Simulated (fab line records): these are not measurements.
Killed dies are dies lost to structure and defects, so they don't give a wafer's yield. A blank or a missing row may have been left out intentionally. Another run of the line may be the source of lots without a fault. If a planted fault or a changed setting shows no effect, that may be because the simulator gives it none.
fab line records ; flow n5-finfet
record: lots: 5; wafers: 15; last-day: 17
route steps=1938 shown DUMMY_GATE@238 BEOL_M4@1111 PASSIVATION@1936
lots untouched by any fault: they come from a run of this same line in which no faults occurred
start-h: hours from the record's opening day to when the first of the lot's shown wafers began ; wait-h: hours elapsed since this lot's preceding step ; " the same as in the row above ; L1.1+2: a single row standing in for several wafers ; - no value present, or no start provided ; * or withheld: withheld ; < > ~ a bound
route shown NAME@n: NAME is a module with steps in the file, n the number in the route of the first one ; usual: mean and standard deviation over wafers with no fault ; same: alike in all rows ; chamber/n: place in a boat ; sites: the reading at each site ; _std_site: standard deviation of those values ; _edge_site: inner sites' mean taken away from outer sites' mean ; radius-mm: for every site, how far away it sits from the centre of the wafer ; mask NAME#n: copy n ; behind: the most recent tool/chamber to have shaped the wafer ; hold: the reason the lot was held/the length of the hold in hours/how it ended ; device: whichever transistor did not switch (one of n, p or np) ; end of line: the route-end tests of the same wafers ; where a step has no rows: the recipe by itself ; killed: dies lost to structure and defects at the first sort, not the wafer's yield ; map: per-die view of a wafer (x killed, . not killed, _ where there is no die)
set.NAME: the setting as run; set.NAME@STEP: as run at that earlier step ; model.NAME: the simulator's own value behind a step, which no gauge read
certain route steps with their lots: each step a table, each wafer a row
services: a tool's chamber out of use, with start hour (start-h, from the record's first day; less than 0 if before it), hours out, and reason
== steps ==
step: N5_DUMMY_GATE_STRIP_38
recipe: chemistry: N2/H2; temp-c: 40; n2-flow-sccm: 200; h2-flow-sccm: 200; rf-frequency-hz: 6e+07
step: N5_DUMMY_GATE_STRIP_39
recipe: chemistry: N2/H2; temp-c: 40; n2-flow-sccm: 200; h2-flow-sccm: 200; rf-frequency-hz: 6e+07
step: N5_DUMMY_GATE_TRIM_49
recipe: chemistry: O2; resist: SOC; time-s: 29; target-cd-nm: 14; source-power-w: 300; bias-power-w: 0; O2_flow_sccm: 100; temp-c: 20
usual: drypump-motor-current-A: 5.7/0.53; oes-product-au: 0.997/0.015; throttle-valve-pct: 8.14/0.12
lot.wafer;tool;chamber;start-h;wait-h;drypump-motor-current-A;oes-product-au;rf-hours-counter-h;throttle-valve-pct
L145.1;rie-si-05;0;81.87;0.0;5.8;0.992;8;8.22
L145.3;rie-si-05;3;81.87;0.0;6.1;1.016;64;8.25
L145.6;rie-si-05;0;81.87;0.0;5.8;0.973;-;8.22
L149.1;rie-si-05;3;106.46;0.0;6.1;1.003;64;8.27
L149.2;rie-si-05;2;106.46;0.0;6.3;0.982;100;8.12
L149.3;rie-si-05;1;106.46;0.0;5.3;1.013;48;7.90
L153.1;rie-si-03;1;131.46;0.0;5.3;1.000;188;8.19
L153.4;rie-si-03;2;131.46;0.0;6.2;0.984;39;8.07
L153.5;rie-si-03;2;131.46;0.0;6.3;0.984;-;8.08
L154.3;rie-si-05;0;139.07;0.0;5.9;0.984;9;8.23
L154.5;rie-si-05;0;139.07;0.0;5.8;0.979;-;8.23
L154.6;rie-si-05;3;139.07;0.0;6.1;0.995;-;8.27
L160.1;rie-si-05;1;178.15;0.0;5.3;1.035;49;7.91
L160.2;rie-si-05;0;178.15;0.0;5.9;0.973;10;8.22
L160.6;rie-si-05;1;178.15;0.0;5.4;1.027;-;7.91
step: N5_DUMMY_GATE_STRIP_40
recipe: chemistry: CF4; resist: SiARC; power-w: 300; bias-power-w: 75; pressure-mtorr: 50; cf4-flow-sccm: 150; rf-frequency-hz: 6e+07
step: N5_DUMMY_GATE_CD_MEAS_50
recipe: target-cd-nm: 14
usual: cd-nm: 14.1/0.33
lot.wafer;tool;chamber;start-h;wait-h;cd-nm
L145.1;cd-sem-01;-;82.11;0.0;14.8
L145.3;cd-sem-01;-;82.11;0.0;13.7
L145.6;cd-sem-01;-;82.11;0.0;14.3
L149.1;cd-sem-01;-;106.71;0.0;14.5
L149.2;cd-sem-01;-;106.71;0.0;14.4
L149.3;cd-sem-01;-;106.71;0.0;15.0
L153.1;cd-sem-01;-;131.61;0.0;13.7
L153.4;cd-sem-01;-;131.61;0.0;14.1
L153.5;cd-sem-01;-;131.61;0.0;14.0
L154.3;cd-sem-03;-;139.23;0.0;14.5
L154.5;cd-sem-03;-;139.23;0.0;14.1
L154.6;cd-sem-03;-;139.23;0.0;14.1
L160.1;cd-sem-01;-;178.31;0.0;14.2
L160.2;cd-sem-01;-;178.31;0.0;14.3
L160.6;cd-sem-01;-;178.31;0.0;14.0
step: N5_DUMMY_GATE_ETCH_31
recipe: chemistry: C4F6/O2; target: SiO2; mask-material: SOC; target-depth-a: 825; time-s: 27.5; ion-energy-ev: 250; pressure-mtorr: 30; source-w: 345; bias-w: 185; Ar_flow_sccm: 300; C4F6_flow_sccm: 10; O2_flow_sccm: 10
usual: bias-w: 185.0/0.57; drypump-motor-current-A: 5.7/0.36; oes-product-au: 0.76/0.052; rf-vpp-V: 662/13; showerhead-plenum-p-Torr: 2.89/0.079; throttle-valve-pct: 21.20/0.2
lot.wafer;tool;chamber;start-h;wait-h;bias-w;drypump-motor-current-A;oes-product-au;rf-hours-counter-h;rf-vpp-V;showerhead-plenum-p-Torr;throttle-valve-pct
L145.1;rie-diel-02;0;82.16;0.0;184.5;6.5;0.71;191;647;2.71;21.22
L145.3;rie-diel-02;1;82.16;0.0;185.6;6.0;0.81;115;678;2.85;20.64
L145.6;rie-diel-02;3;82.16;0.0;184.7;5.6;0.73;-;672;2.94;21.08
L149.1;rie-diel-06;3;106.76;0.0;184.9;5.7;0.73;207;641;2.94;21.31
L149.2;rie-diel-06;2;106.76;0.0;184.0;6.1;0.78;125;672;2.97;21.33
L149.3;rie-diel-06;0;106.76;0.0;185.0;5.4;0.89;36;671;2.90;21.04
L153.1;rie-diel-06;2;131.66;0.0;184.9;6.1;0.78;131;670;2.97;21.34
L153.4;rie-diel-06;0;131.66;0.0;184.8;5.3;0.87;42;672;2.90;21.03
L153.5;rie-diel-06;0;131.66;0.0;185.5;5.4;0.88;-;673;2.90;21.05
L154.3;rie-diel-02;3;139.27;0.0;185.1;5.6;0.72;211;673;2.93;21.09
L154.5;rie-diel-02;3;139.27;0.0;185.3;5.6;0.71;-;671;2.93;21.07
L154.6;rie-diel-02;2;139.27;0.0;185.3;5.2;0.74;-;665;2.98;21.46
L160.1;rie-diel-03;2;178.36;0.0;185.3;5.8;0.68;248;652;2.78;21.24
L160.2;rie-diel-03;1;178.36;0.0;185.2;5.5;0.69;231;662;2.83;21.34
L160.6;rie-diel-03;2;178.36;0.0;184.8;5.8;0.68;-;651;2.79;21.24
step: N5_DUMMY_GATE_STRIP_41
recipe: chemistry: O2; power-w: 400; temp-c: 40; pressure-mtorr: 30; rf-frequency-hz: 6e+07; bias-power-w: 0; overash-fraction: 0.3; o2-flow-sccm: 225
step: N5_DUMMY_GATE_HM_OPEN_21
recipe: chemistry: CH3F/O2; target: SiNx; target-depth-a: 1200; Ar_flow_sccm: 150; CH3F_flow_sccm: 30; O2_flow_sccm: 23; time-s: 171.4; pressure-mtorr: 30; source-w: 395; bias-w: 73; ion-energy-ev: 120.7
usual: CH3F_flow_sccm: 30.01/0.09; drypump-motor-current-A: 5.7/0.36; oes-product-au: 0.75/0.052; rf-vpp-V: 298/5.3; showerhead-plenum-p-Torr: 2.05/0.059; throttle-valve-pct: 16.51/0.19
lot.wafer;tool;chamber;start-h;wait-h;CH3F_flow_sccm;drypump-motor-current-A;oes-product-au;rf-hours-counter-h;rf-vpp-V;showerhead-plenum-p-Torr;throttle-valve-pct
L145.1;rie-diel-02;0;82.24;0.0;30.07;6.6;0.71;191;293;1.92;16.56
L145.3;rie-diel-02;1;82.24;0.0;29.99;6.0;0.80;115;304;2.02;15.99
L145.6;rie-diel-02;3;82.24;0.0;30.03;5.6;0.73;-;303;2.09;16.38
L149.1;rie-diel-06;3;106.85;0.0;29.84;5.7;0.73;207;289;2.09;16.66
L149.2;rie-diel-06;2;106.85;0.0;29.86;6.1;0.79;125;302;2.11;16.61
L149.3;rie-diel-06;0;106.85;0.0;30.05;5.3;0.89;36;301;2.06;16.27
L153.1;rie-diel-06;2;131.75;0.0;30.08;6.1;0.78;131;303;2.11;16.61
L153.4;rie-diel-06;0;131.75;0.0;30.02;5.3;0.87;42;303;2.06;16.29
L153.5;rie-diel-06;0;131.75;0.0;30.09;5.4;0.88;-;301;2.06;16.30
L154.3;rie-diel-02;3;139.36;0.0;30.07;5.6;0.72;211;303;2.08;16.40
L154.5;rie-diel-02;3;139.36;0.0;30.01;5.6;0.72;-;301;2.08;16.41
L154.6;rie-diel-02;2;139.36;0.0;29.91;5.1;0.76;-;299;2.11;16.74
L160.1;rie-diel-03;2;178.44;0.0;30.05;5.8;0.69;248;294;1.98;16.62
L160.2;rie-diel-03;1;178.44;0.0;29.87;5.5;0.70;231;297;2.01;16.64
L160.6;rie-diel-03;2;178.44;0.0;29.91;5.8;0.69;-;292;1.98;16.65
step: N5_DUMMY_GATE_ETCH_32
recipe: chemistry: CF4; target: SiO2; target-depth-a: 35; time-s: 3.9; ion-energy-ev: 350; pressure-mtorr: 10; icp-w: 800; bias-w: 400; cf4-flow-sccm: 80
usual: bias-w: 400.2/1.1; cf4-flow-sccm: 79.97/0.25; drypump-motor-current-A: 5.7/0.56; oes-product-au: 0.990/0.014; throttle-valve-pct: 21.74/0.23
lot.wafer;tool;chamber;start-h;wait-h;bias-w;cf4-flow-sccm;drypump-motor-current-A;oes-product-au;rf-hours-counter-h;throttle-valve-pct
L145.1;rie-si-05;1;82.40;0.1;400.4;79.81;5.4;0.996;47;21.50
L145.3;rie-si-05;3;82.40;0.1;399.0;79.94;6.1;0.999;64;22.02
L145.6;rie-si-05;0;82.40;0.1;401.5;79.90;5.8;0.972;-;22.02
L149.1;rie-si-03;2;107.01;0.1;398.5;80.11;6.3;0.972;38;21.52
L149.2;rie-si-03;3;107.01;0.1;400.5;79.82;5.7;0.991;7;22.23
L149.3;rie-si-03;0;107.01;0.1;400.0;79.76;6.7;0.990;83;21.49
L153.1;rie-si-04;2;131.91;0.1;400.1;79.67;4.7;1.017;179;21.70
L153.4;rie-si-04;0;131.91;0.1;400.7;80.23;5.2;0.998;9;21.81
L153.5;rie-si-04;3;131.91;0.1;400.2;79.83;5.5;0.994;-;21.59
L154.3;rie-si-04;3;139.52;0.1;399.6;80.14;5.5;0.992;65;21.59
L154.5;rie-si-04;3;139.52;0.1;401.7;80.27;5.5;0.986;-;21.60
L154.6;rie-si-04;0;139.52;0.1;400.0;80.41;5.2;0.988;-;21.80
L160.1;rie-si-04;0;178.60;0.1;402.6;80.04;5.2;1.013;10;21.80
L160.2;rie-si-04;2;178.60;0.1;399.7;79.76;4.7;1.013;180;21.73
L160.6;rie-si-04;1;178.60;0.1;400.9;79.65;5.3;0.982;-;21.56
step: N5_DUMMY_GATE_ETCH_23
recipe: chemistry: HBr/Cl2/O2; HBr_flow_sccm: 150; Cl2_flow_sccm: 80; O2_flow_sccm: 12; bias-w: 102; target-depth-a: 410; time-s: 22.3; target: poly-Si; mask-material: SiO2; pressure-mtorr: 10; icp-w: 800
step: N5_DUMMY_GATE_ETCH_44
recipe: chemistry: HBr/O2; over-etch-frac: 0.7; target-depth-a: 1275; stop-on: SiO2; ion-energy-ev: 60; bias-w: 20; target: poly-Si; mask-material: SiO2; pressure-mtorr: 20; icp-w: 400; HBr_flow_sccm: 120; O2_flow_sccm: 10
step: N5_DUMMY_GATE_CD_MEAS_24
recipe: target-cd-nm: 15
usual: cd-nm: 15.1/0.39
lot.wafer;tool;chamber;start-h;wait-h;cd-nm
L145.1;cd-sem-01;-;82.60;0.1;15.2
L145.3;cd-sem-01;-;82.60;0.1;13.9
L145.6;cd-sem-01;-;82.60;0.1;15.0
L149.1;cd-sem-02;-;107.21;0.1;15.8
L149.2;cd-sem-02;-;107.21;0.1;15.2
L149.3;cd-sem-02;-;107.21;0.1;15.8
L153.1;cd-sem-02;-;132.11;0.1;14.9
L153.4;cd-sem-02;-;132.11;0.1;15.6
L153.5;cd-sem-02;-;132.11;0.1;15.2
L154.3;cd-sem-01;-;139.72;0.1;14.8
L154.5;cd-sem-01;-;139.72;0.1;14.9
L154.6;cd-sem-01;-;139.72;0.1;14.6
L160.1;cd-sem-02;-;178.80;0.1;15.2
L160.2;cd-sem-02;-;178.80;0.1;15.1
L160.6;cd-sem-02;-;178.80;0.1;15.7
step: N5_DUMMY_GATE_ETCH_42
recipe: chemistry: CHF3/O2; target: SiO2; target-depth-a: 35; time-s: 31; ion-energy-ev: 30; bias-w: 12; pressure-mtorr: 30; source-w: 600; Ar_flow_sccm: 200; CHF3_flow_sccm: 50; O2_flow_sccm: 5
usual: bias-w: 12.00/0.04; drypump-motor-current-A: 5.7/0.37; oes-product-au: 0.76/0.053; rf-vpp-V: 42.2/0.85; showerhead-plenum-p-Torr: 2.44/0.07; throttle-valve-pct: 18.82/0.2
lot.wafer;tool;chamber;start-h;wait-h;bias-w;drypump-motor-current-A;oes-product-au;rf-hours-counter-h;rf-vpp-V;showerhead-plenum-p-Torr;throttle-valve-pct;model.etch.depth-nm
L145.1;rie-diel-03;3;82.77;0.2;11.98;5.5;0.77;163;41.9;2.40;18.81;3.585
L145.3;rie-diel-03;0;82.77;0.2;11.96;5.3;0.82;111;42.1;2.53;18.71;3.518
L145.6;rie-diel-03;3;82.77;0.2;11.97;5.6;0.77;-;41.3;2.40;18.81;3.577
L149.1;rie-diel-02;3;107.26;0.0;11.99;5.6;0.73;203;43.2;2.48;18.65;3.558
L149.2;rie-diel-02;0;107.26;0.0;11.98;6.6;0.71;197;42.1;2.29;18.89;3.459
L149.3;rie-diel-02;2;107.26;0.0;12.03;5.1;0.77;131;43.4;2.52;19.08;3.461
L153.1;rie-diel-02;1;132.15;0.0;9.32;6.0;0.78;128;33.8;2.41;18.32;3.482
L153.4;rie-diel-02;3;132.15;0.0;11.97;5.6;0.72;210;41.4;2.48;18.65;3.55
L153.5;rie-diel-02;1;132.15;0.0;9.27;6.0;0.77;-;33.7;2.41;18.33;3.446
L154.3;rie-diel-06;3;139.77;0.0;12.01;5.7;0.73;213;42.3;2.49;18.97;3.567
L154.5;rie-diel-06;0;139.77;0.0;12.01;5.3;0.88;-;43.3;2.46;18.64;3.48
L154.6;rie-diel-06;3;139.77;0.0;12.02;5.7;0.73;-;41.5;2.49;18.97;3.555
L160.1;rie-diel-06;1;178.85;0.0;12.02;5.8;0.71;225;42.0;2.48;19.03;3.425
L160.2;rie-diel-06;2;178.85;0.0;12.04;6.1;0.76;144;43.7;2.51;18.96;3.543
L160.6;rie-diel-06;3;178.85;0.0;11.95;5.7;0.71;-;43.2;2.48;18.99;3.544
step: N5_DUMMY_GATE_STRIP_48
recipe: chemistry: N2/H2; time-s: 20; power-w: 100; temp-c: 40; pressure-mtorr: 100; rf-frequency-hz: 6e+07; bias-power-w: 3; n2-flow-sccm: 300; h2-flow-sccm: 300
usual: drypump-motor-current-A: 5.7/0.37; oes-product-au: 0.76/0.055; rf-vpp-V: 45.4/0.81; showerhead-plenum-p-Torr: 3.42/0.095; throttle-valve-pct: 12.28/0.18
lot.wafer;tool;chamber;start-h;wait-h;drypump-motor-current-A;oes-product-au;rf-hours-counter-h;rf-vpp-V;showerhead-plenum-p-Torr;throttle-valve-pct
L145.1;rie-diel-03;3;82.81;0.0;5.6;0.77;163;45.2;3.39;12.34
L145.3;rie-diel-03;0;82.81;0.0;5.3;0.82;111;44.3;3.55;12.22
L145.6;rie-diel-03;3;82.81;0.0;5.5;0.77;-;44.4;3.39;12.36
L149.1;rie-diel-02;3;107.31;0.0;5.6;0.72;203;44.8;3.47;12.20
L149.2;rie-diel-02;0;107.31;0.0;6.6;0.72;197;45.2;3.24;12.45
L149.3;rie-diel-02;2;107.31;0.0;5.1;0.77;131;44.8;3.51;12.36
L153.1;rie-diel-02;1;132.20;0.0;6.0;0.78;128;44.5;3.41;11.92
L153.4;rie-diel-02;3;132.20;0.0;5.6;0.72;210;45.1;3.47;12.22
L153.5;rie-diel-02;1;132.20;0.0;6.0;0.79;-;45.2;3.41;11.92
L154.3;rie-diel-06;3;139.82;0.0;5.7;0.73;213;44.7;3.50;12.47
L154.5;rie-diel-06;0;139.82;0.0;5.4;0.89;-;46.9;3.44;11.95
L154.6;rie-diel-06;3;139.82;0.0;5.7;0.72;-;47.2;3.50;12.49
L160.1;rie-diel-06;1;178.90;0.0;5.8;0.71;225;44.3;3.46;12.41
L160.2;rie-diel-06;2;178.90;0.0;6.1;0.77;144;46.8;3.51;12.35
L160.6;rie-diel-06;3;178.90;0.0;5.7;0.71;-;45.5;3.49;12.51
step: N5_BEOL_M4_RC_MEAS_101
usual: DIBL_N: 36.1/1.7; DIBL_P: 35.9/2.1; IOFF_N: 0.154/0.029; IOFF_P: 0.21/0.035; ION_N: 673/10; ION_P: 463/7.5; SS_N: 71.6/0.59; SS_P: 73.2/0.69; VT_N: 250.5/2.9; VT_P: -250/3.2
lot.wafer;tool;chamber;start-h;wait-h;DIBL_N[mV/V];DIBL_P[mV/V];IOFF_N[nA/um];IOFF_P[nA/um];ION_N[uA/um];ION_P[uA/um];SS_N[mV/dec];SS_P[mV/dec];VT_N[mV];VT_P[mV]
L145.1;prober-01;0;207.21;0.0;34.7;35.5;0.158;0.22;677;468;71.4;73.6;247.6;-248
L145.3;prober-01;0;207.21;0.0;35.5;35.1;0.150;0.21;676;466;71.7;73.5;251.1;-249
L145.6;prober-01;0;207.21;0.0;34.0;34.5;0.138;0.21;678;474;71.1;73.0;251.7;-247
L149.1;prober-02;0;252.32;0.0;32.2;32.1;0.111;0.18;662;463;70.8;72.2;254.5;-250
L149.2;prober-02;0;252.32;0.0;32.6;32.9;0.118;0.19;665;465;70.9;72.4;253.3;-250
L149.3;prober-02;0;252.32;0.0;30.1;28.6;0.084;0.14;651;453;70.6;71.7;258.1;-254
L153.1;prober-02;0;267.80;0.0;36.2;35.6;0.150;0.20;669;460;71.2;73.4;248.4;-251
L153.4;prober-02;0;267.80;0.0;33.3;31.8;0.105;0.14;655;447;70.8;72.0;257.7;-255
L153.5;prober-02;0;267.80;0.0;35.0;34.0;0.128;0.17;667;452;71.7;73.1;255.1;-255
L154.3;prober-01;0;279.90;0.3;33.7;34.6;0.109;0.18;660;467;71.0;72.5;255.1;-250
L154.5;prober-01;0;279.90;0.3;34.5;34.2;0.114;0.18;660;464;70.6;72.5;252.4;-249
L154.6;prober-01;0;279.90;0.3;35.7;36.7;0.142;0.22;679;471;71.7;73.3;250.7;-248
L160.1;prober-02;0;306.03;0.0;35.9;34.3;0.147;0.20;686;471;70.7;72.9;250.4;-248
L160.2;prober-02;0;306.03;0.0;36.8;35.8;0.165;0.24;687;475;71.4;72.7;247.7;-248
L160.6;prober-02;0;306.03;0.0;37.0;35.5;0.161;0.23;673;469;70.7;72.6;247.1;-249
step: N5_PASSIVATION_PROBE_49
usual: defect-limited-yield: 91.3/1.4; killed_at_M0_to_M3: 34/9.2; killed_at_M4_up: 13/5.3; killed-at-contacts: 12/6; killed-at-front-end: 39/12; killed-at-other: 4/3.3; killed-dies: 102/17; killed-open: 67/12; killed-short: 34/7.4; sort_bin_5_function: 5.1/1; sort_bin_6_memory: 3.2/0.6; sort_bin_8_speed: 0.00/0.007; sort-n-pass: 1078/17; sort-yield-pct: 91.3/1.4
same: gross-dies: 1180; killed-at-back-side: 0; sort_bin_4_leakage[%]: 0
lot.wafer;tool;chamber;start-h;wait-h;defect-limited-yield[%];killed_at_M0_to_M3;killed_at_M4_up;killed-at-contacts;killed-at-front-end;killed-at-other;killed-dies;killed-open;killed-short;sort_bin_5_function[%];sort_bin_6_memory[%];sort_bin_8_speed[%];sort-n-pass;sort-yield-pct[%]
L153.1;prober-02;-;370.75;0.0;89.4;34;17;30;40;4;125;82;41;6.4;3.9;0;1055;89.4
L153.4;prober-02;-;370.90;0.2;91.4;35;20;11;33;2;101;65;35;4.5;3.6;0;1079;91.4
L153.5;prober-02;-;370.95;0.2;93.3;31;10;6;31;1;79;43;29;3.9;2.3;0;1101;93.3
killed by level:class
L153.1 MOL_CONTACT_COAG:geometric-particle:open=24 FIN_SAQP:geometric-particle:open=8 FIN_SAQP:geometric-particle:short=8 BEOL_M0_SAQP:geometric-particle:open=8 BEOL_M0_SAQP:geometric-particle:short=8 STI_FIN_REVEAL:geometric-particle:open=6 GATE_CUT:geometric-particle:short=6 MOL_CONTACT_COAG:geometric-particle:short=6
L153.4 BEOL_M3:geometric-particle:open=12 BEOL_M0_SAQP:geometric-particle:open=9 FIN_SAQP:geometric-particle:short=8 FIN_SAQP:geometric-particle:open=6 MOL_CONTACT_COAG:geometric-particle:open=6 MOL_CONTACT_COAG:geometric-particle:short=5 BEOL_M0_SAQP:geometric-particle:short=5 GATE_CUT:geometric-particle:short=4
L153.5 BEOL_M2:geometric-particle:open=9 FIN_SAQP:geometric-particle:short=8 STI_FIN_REVEAL:geometric-particle:open=8 BEOL_M0_SAQP:geometric-particle:short=5 BEOL_M1:geometric-particle:open=5 MOL_CONTACT_COAG:geometric-particle:open=4 BEOL_M3:geometric-particle:open=4 STI_FIN_REVEAL:geometric-particle:short=3
== services ==
tool;chamber;start-h;hours;kind
rie-diel-03;0;60.76;2.5;repair
rie-diel-03;-;70.55;0.5;repair
rie-diel-03;-;75.57;0.7;repair
rie-si-03;3;85.78;4.2;repair
rie-diel-02;-;93.02;4.3;pm
rie-si-03;3;109.96;11.0;repair
rie-diel-06;3;122.88;4.4;repair
rie-si-04;-;124.91;0.7;repair
rie-si-05;1;156.92;9.0;repair
rie-si-04;2;157.94;10.1;repair
rie-si-03;-;173.36;0.3;repair
rie-si-03;-;175.49;4.5;repair
== key ==
first-sign: step: N5_DUMMY_GATE_ETCH_42; reading: bias-w; direction: down; sigmas: 67; usual: *; struck: *
effect: step: N5_DUMMY_GATE_ETCH_42; reading: rf-vpp-V; direction: down; sigmas: 10; usual: 42.2; struck: 33.7
model-effect: step: N5_DUMMY_GATE_ETCH_42; value: etch.depth-nm; without: 3.567; struck: 3.464
met-at N5_DUMMY_GATE_ETCH_42
struck-wafers L153.1,L153.5
fault: kind: process-parameter-drift; tool: rie-diel-02; chamber: 1; onset-h: 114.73; steps: N5_DUMMY_GATE_ETCH_42; channel: bias-w; offset: *; shape: step; end-h: 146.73; acts-in: *; stated: *
